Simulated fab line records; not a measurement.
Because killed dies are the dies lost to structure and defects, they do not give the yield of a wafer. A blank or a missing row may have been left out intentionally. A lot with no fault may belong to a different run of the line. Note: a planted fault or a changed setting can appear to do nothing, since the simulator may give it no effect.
Matching of chambers / flow nand harc / NHARC_A_CHANNEL_FILL_D1_ALD_14 on ald hk-03 has 4 sister chambers
The step deposits SiO2, target thk 2.5 nm, pulse time 10 s, ald cycles 25. 4 wafers are shown with their chamber, then 8 later ones without.

== WAFERS PAIRED WITH THEIR CHAMBERS ==
wafer=L087.1; chamber=1; heater power w (W)=481
wafer=L088.3; chamber=0; heater power w (W)=422
wafer=L088.4; chamber=3; heater power w (W)=560
wafer=L089.1; chamber=2; heater power w (W)=561

== WAFERS WHOSE CHAMBER IS MISSING ==
wafer=L089.3; heater power w (W)=430
wafer=L089.4; heater power w (W)=557
wafer=L093.1; heater power w (W)=421
wafer=L093.4; heater power w (W)=552
wafer=L093.6; heater power w (W)=558
wafer=L095.1; heater power w (W)=441
wafer=L095.4; heater power w (W)=580
wafer=L095.5; heater power w (W)=571

== CHAMBER TAKEN BY EACH ==
wafer=L089.3; from the rows above=0; in truth=0
wafer=L089.4; from the rows above=can't be placed: 3 or 2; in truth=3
wafer=L093.1; from the rows above=0; in truth=0
wafer=L093.4; from the rows above=can't be placed: 3 or 2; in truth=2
wafer=L093.6; from the rows above=can't be placed: 3 or 2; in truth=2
wafer=L095.1; from the rows above=can't be placed: 0 or 1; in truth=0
wafer=L095.4; from the rows above=can't be placed: 2 or 3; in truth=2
wafer=L095.5; from the rows above=can't be placed: 2 or 3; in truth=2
Correct placement for 2 of the 8. Not placeable from these rows: 6 (in 6, the candidates include the true chamber). Placed wrongly: 0.
How it was worked out, from the rows above alone: a wafer's distance from a chamber is the root of the sum, over the readings, of the square of ((its reading less the chamber's mean) divided by the reading's scatter). The wafer belongs to the nearest chamber; if the next one is less than 2 further off, it can't be placed. A chamber's mean is the mean of its shown wafers. The scatter: root of mean squared gap, hidden wafer to nearest shown wafer, with one shown wafer a chamber.
